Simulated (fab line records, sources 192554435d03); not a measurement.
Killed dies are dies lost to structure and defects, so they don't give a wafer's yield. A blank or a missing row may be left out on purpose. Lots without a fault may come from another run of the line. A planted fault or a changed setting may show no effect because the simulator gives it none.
A struck lot beside a sound one | flow n5_finfet | 37 steps out of a route of 1938
Sound: wafers L314.1, L314.2, L314.4. Struck: wafers L321.4, L321.5, L321.6. The cause comes at the end.
At each step with rows: each side's tool, then ch and its chambers, then its first start. Under that, the readings that differ: sound wafers | struck wafers | difference of the means | sigmas: that difference in standard deviations of wafers without a fault.
alike: readings whose means differ by less than 2 such deviations, and words and numbers that are the same on both sides. not compared: withheld readings, readings that some wafer has no value for, bounds like >300 that may hide the same value, and numbers for which the record gives no deviation and whose values overlap.
The two part at a step that has a row with sigmas, a row that says differs or no value, or rows on one side only. Numbers that don't overlap but have no deviation are shown without sigmas and don't part them. A reading that every wafer of one side lacks parts them only if that side has two wafers or more.

first, 11 steps without rows for these wafers: N5_BEOL_M9_ETCH_66 (etches SOC in N2/H2, target depth 80 nm, overetch 16 nm, time 120 s); N5_BEOL_M9_STRIP_69 (strips in N2/H2); N5_BEOL_M9_STRIP_77 (strips in N2/H2); N5_BEOL_M9_VIA_ETCH_34 (etches SiCOH lowk in C4F6/O2, target depth 182.4 nm, time 68.4 s); N5_BEOL_M9_STRIP_73 (strips in C4F6/O2); N5_BEOL_M9_STRIP_36 (strips in N2/H2); N5_BEOL_M9_TRENCH_ETCH_37 (etches SiCOH lowk in C4F6/O2, target depth 151.43 nm, time 49 s); N5_BEOL_M9_ETCH_41 (etches SiCN in CH3F/O2, target depth 36.6 nm, time 70.1 s); N5_BEOL_M9_STRIP_80 (strips in N2/H2, time 10 s); N5_BEOL_M9_HM_STRIP_39 (strips TiN in peroxide tin strip, target depth 25 nm, time 158 s); N5_BEOL_M9_SRD_40 (time 30 s).
N5_BEOL_M9_PRECLEAN_42: cleans in residue remover, time 60 s.
  sound on wet_bench-02 ch 3,4,5, day 14 00:46; struck on wet_bench-02 ch 4,5,7, day 14 23:58
then, 24 steps without rows for these wafers: N5_BEOL_M9_SRD_43 (time 30 s); N5_BEOL_M9_CURE_72 (cures SiCOH lowk, time 120 s); N5_BEOL_M9_DEGAS_44 (time 60 s); N5_BEOL_M9_PRE_CLEAN_45 (time 30 s); N5_BEOL_M9_ALD_74 (deposits TaN, target thk 2 nm, pulse time 2 s, purge time 3 s); N5_BEOL_M9_SURFACE_TREAT_79; N5_BEOL_M9_CVD_78 (deposits Co from CCTBA/H2, target thk 2 nm, time 138.9 s); N5_BEOL_M9_SPUTTER_48 (material Cu, target thk 12 nm, time 2 s); N5_BEOL_M9_ECD_50 (material Cu, target thk 318 nm); N5_BEOL_M9_ANNEAL_51 (time 90 s); N5_BEOL_M9_CMP_52 (polishes, stops on SiCOH lowk, t overpolish 7 s, target thk 140 nm); N5_BEOL_M9_PRE_CLEAN_55 (time 15 s); N5_BEOL_M9_DEP_56 (deposits SiCN from 3MS/NH3, target thk 15 nm, time 26.5 s); N5_BEOL_M10_ILD_DEP_00 (deposits SiCOH lowk from DEMS/porogen, target thk 308.51 nm, time 58 s); N5_BEOL_M10_CURE_71 (cures SiCOH lowk, time 240 s); N5_BEOL_M10_PECVD_70 (deposits SiO2 from TEOS/O2, target thk 20 nm, time 22.7 s); N5_BEOL_M10_HM_DEP_02 (deposits TiN, target thk 20 nm); N5_BEOL_M10_COAT_59 (time 60 s, resist thk 100 nm); N5_BEOL_M10_COAT_60 (time 60 s, resist thk 30 nm); N5_BEOL_M10_COAT_05 (resist thk 90 nm); N5_BEOL_M10_EBR_07; N5_BEOL_M10_SOFTBAKE_06 (time 60 s); N5_BEOL_M10_EXPOSE_08 (exposes mask M10); N5_BEOL_M10_PEB_09 (peb time 60 s).
-- the record jumps here: 2 days lie between the struck wafers' starts before and after (it left off in module BEOL_M10 and takes up again in module PASSIVATION, whose first step shown is number 1936 of the route) --
N5_PASSIVATION_PROBE_49:
  the record has rows for the struck wafers here (prober-01, day 17 10:46) and none for the sound ones

WHERE THEY PART
Only at N5_PASSIVATION_PROBE_49, within this record.

WHY: what the simulator had put in
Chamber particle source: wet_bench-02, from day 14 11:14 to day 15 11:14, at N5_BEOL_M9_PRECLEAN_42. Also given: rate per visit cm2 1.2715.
